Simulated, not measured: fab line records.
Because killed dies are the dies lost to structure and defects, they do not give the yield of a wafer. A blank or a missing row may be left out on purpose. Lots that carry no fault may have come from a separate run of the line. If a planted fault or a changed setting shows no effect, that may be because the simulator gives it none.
One fault through the eyes of 3 desks	flow n5Finfet	each desk holds nothing but its own numbers, with what lay behind them at the end

== THE DEFECT DESK ==
Per lot, the means of the sampled wafers with a number show what the inspections along the route counted. Marked OUT: a lot whose mean sits more than 4 standard deviations from the usual mean, which makes it out of limits; the brackets give that distance.
Columns: A = rawDefectCount at N5_MOL_CONTACT_COAG_INSPECT_57, usual 198; B = rawDefectCount at N5_MOL_CONTACT_COAG_INSPECT_42, usual 199
lot	first seen here	A	B
L585	day 5 17:17	172	173
L588	day 6 06:22	161	164
L589	day 6 14:56	182	180
L590	day 7 00:45	176	170
L592	day 7 07:25	364	374
L593	day 7 17:52	258	251
L595	day 8 07:23	302	321
L605	day 10 15:55	211	211
L606	day 11 00:05	151	155
Result from this desk: across the 9 lots, nothing is out of limits.

== METROLOGY DESK ==
Lot by lot, what the gauges showed, no matter which tool ran the lot: averages of those sampled wafers that carry a number. Marked OUT: a lot whose mean sits more than 4 standard deviations from the usual mean, which makes it out of limits; the brackets give that distance. Only the readings that lie furthest out on some lot appear, 7 of the 11 it has.
Columns: A = VG_OVL at N5_MOL_CONTACT_COAG_OVL_MEAS_85, usual 0.0 nm; B = DIBL_P at N5_BEOL_M4_RC_MEAS_101, usual 35.8 mV/V; C = IOFF_N at N5_BEOL_M4_RC_MEAS_101, usual 0.15 nA/um; D = IOFF_P at N5_BEOL_M4_RC_MEAS_101, usual 0.21 nA/um; E = SS_N at N5_BEOL_M4_RC_MEAS_101, usual 71.3 mV/dec; F = VT_N at N5_BEOL_M4_RC_MEAS_101, usual 250 mV; G = VT_P at N5_BEOL_M4_RC_MEAS_101, usual -251 mV
lot	first seen here	A	B	C	D	E	F	G
L585	day 5 17:15	-0.8	33.5	0.13	0.20	71.3	252	-250
L588	day 6 06:19	0.9	34.8	0.14	0.20	70.8	251	-249
L589	day 6 14:53	-0.6	37.2	0.18	0.23	71.8	247	-249
L590	day 7 00:41	1.4	39.5	0.20	0.25	71.7	247	-249
L592	day 7 07:22	-0.5	34.9	0.15	0.16	70.9	249	-255
L593	day 7 17:48	-0.1	33.8	0.11	0.15	70.4	253	-256
L595	day 8 07:20	-0.6	36.6	0.17	0.24	71.5	249	-248
L605	day 10 15:51	0.1	36.0	0.15	0.21	71.3	250	-250
L606	day 11 00:02	0.6	34.8	0.12	0.16	70.8	255	-254
Result from this desk: across the 9 lots, nothing is out of limits.

== FOR THE TOOL OWNER'S DESK: aldSin-01 ==
The tool's own readings at N5_MOL_CONTACT_COAG_ALD_123 (deposits SiNx, target thk 5 nm, pulse time 1 s, purge time 2 s): means of the sampled wafers that have a number, for each lot that ran on this tool. Marked OUT: a lot whose mean sits more than 4 standard deviations from the usual mean, which makes it out of limits; the brackets give that distance.
Columns: A = heaterPowerW at N5_MOL_CONTACT_COAG_ALD_123, usual 856 W; B = precursorPulseHeightRel at N5_MOL_CONTACT_COAG_ALD_123, usual 1.001
lot	first seen here	A	B
L588	day 6 05:26	837	1.018
L589	day 6 14:00	888	1.024
L592	day 7 06:29	843	1.011
L595	day 8 06:20	853	0.998
Result from this desk: across the 4 lots, nothing is out of limits.

== ALL TOGETHER ==
No out-of-limits result turned up at the defect desk.
From the metrology desk's view, nothing was out of limits.
Nothing out of limits was seen by the tool owner's desk.

== WHAT THE SIMULATOR HAD INSERTED ==
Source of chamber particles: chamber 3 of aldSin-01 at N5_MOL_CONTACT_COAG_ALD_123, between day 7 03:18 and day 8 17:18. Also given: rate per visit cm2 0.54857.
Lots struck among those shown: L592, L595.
